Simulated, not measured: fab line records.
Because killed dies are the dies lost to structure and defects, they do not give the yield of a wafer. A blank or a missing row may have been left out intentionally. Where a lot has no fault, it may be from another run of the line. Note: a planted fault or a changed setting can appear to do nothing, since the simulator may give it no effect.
Split-lot experiment ; flow n5-finfet ; on a route of 1938 steps: 7 lots, 21 wafers read

== ABOUT THE SPLIT ==
At N5_GATE_CUT_COAT_35 (time 60 s, resist thk 10 nm), the setting spin-rpm was moved away from the recipe's 1500 rpm on 7 of the 21 wafers read, by -11.1% to +8.5%. All remaining wafers had this setting at the recipe value.

== FROM THE SPLIT TO THE READING: what the file shows between them, 4 steps ==
- N5_GATE_CUT_COAT_27: time 60 s, resist thk 10 nm
- N5_GATE_CUT_COAT_07: resist thk 30 nm
- N5_GATE_CUT_DESCUM_18: chemistry O2, time 7 s
- N5_GATE_CUT_ETCH_28: etches underlayer in N2/H2, target depth 13 nm, time 10.4 s

== THE READING ==
etch.depth-nm (the simulator's own value, which no gauge read), in nm, at N5_GATE_CUT_ETCH_36 (etches SiARC in CF4, target depth 13 nm, time 21.7 s). The file does not state a usual value for it. Across the 14 wafers here that went through the recipe, the average is 10.017 nm and the standard deviation 0.027 nm.

wafer;tool, chamber at the split;spin-rpm as run, rpm;against the recipe;etch.depth-nm, nm;against lot-mates on the recipe
L078.2;litho-track-04, 0;1500;recipe;9.972;-
L078.4;litho-track-04, 0;1383;-7.8%;10.37;+0.398
L078.5;litho-track-04, 0;1383;-7.8%;10.33;+0.358
L080.2;litho-track-01, 0;1434;-4.4%;10.25;+0.230
L080.3;litho-track-01, 0;1434;-4.4%;10.27;+0.250
L080.6;litho-track-01, 0;1500;recipe;10.02;-
L083.2;litho-track-01, 0;1627;+8.5%;9.627;-0.398
L083.4;litho-track-01, 0;1500;recipe;10.02;-
L083.5;litho-track-01, 0;1500;recipe;10.03;-
L085.1;litho-track-05, 0;1500;recipe;9.991;-
L085.4;litho-track-05, 0;1500;recipe;10.03;-
L085.6;litho-track-05, 0;1500;recipe;9.997;-
L086.4;litho-track-01, 0;1500;recipe;9.99;-
L086.5;litho-track-01, 0;1500;recipe;10.01;-
L086.6;litho-track-01, 0;1500;recipe;10.01;-
L091.3;litho-track-05, 0;1500;recipe;10.02;-
L091.4;litho-track-05, 0;1334;-11.1%;10.66;+0.640
L091.6;litho-track-05, 0;1334;-11.1%;10.59;+0.570
L095.1;litho-track-01, 0;1500;recipe;10.03;-
L095.3;litho-track-01, 0;1500;recipe;10.03;-
L095.2;litho-track-01, 0;1500;recipe;10.09;-

THE FIT
A straight line over all 21 wafers: etch.depth-nm changes by -0.0502 nm for each +1% of spin-rpm; r = -0.99; the points scatter about the line by 0.038 nm.
The same after taking each lot's own level away (the mean of its wafers on the recipe; 21 wafers): -0.0516 nm for each +1%; r = -0.99; scatter 0.025 nm.
Per that fit: largest spin-rpm move, reading shift of 0.57 nm.
From 9.9720 to 10.0500 nm: that is the span of the lots' own levels, equal to 2.9 times the standard deviation above.
The two slopes are in agreement: the lot-to-lot level therefore moves the slope only a little.
Check: +0.553 nm against its lot-mates is what the line predicts for one of the wafers moved furthest among these (-11.1%) when that wafer is left out of the fit. It came out at +0.64 nm against them.

== FURTHER SPLITS ON THESE WAFERS ==
Note: prior to the reading, these wafers also went through further splits. Each is held against what the fit with the lots' levels taken away leaves over:
other split on the same wafers;wafers away from the commonest value;r with etch.depth-nm (lot level and that fit taken away)
N5_DUMMY_GATE_ETCH_42 bias-w;7;+0.24
N5_SD_EPI_P_PEB_07 peb-time-s;7;+0.15
N5_SD_EPI_P_DEVELOP_08 develop-time-s;5;-0.04
N5_ILD0_CMP_12 down-force-psi;9;+0.12

== THE WHOLE CHAIN: every reading that the file lists as answering this split, in the file's order ==
step;what it does;reading;change (the file's fit);r (the file's)
N5_GATE_CUT_COAT_35;time 60 s, resist thk 10 nm;SiARC_of_GATE_CUT_COAT_35.thk-nm (the simulator's own value, which no gauge read);-0.0511 nm for each +1% of the setting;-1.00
N5_GATE_CUT_ETCH_36;etches SiARC in CF4, target depth 13 nm, time 21.7 s;etch.depth-nm (the simulator's own value, which no gauge read);-0.0515 nm for each +1% of the setting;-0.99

== THE FILE'S OWN FIT ==
etch.depth-nm changes by -0.0515 nm for each +1% of spin-rpm, r = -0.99.
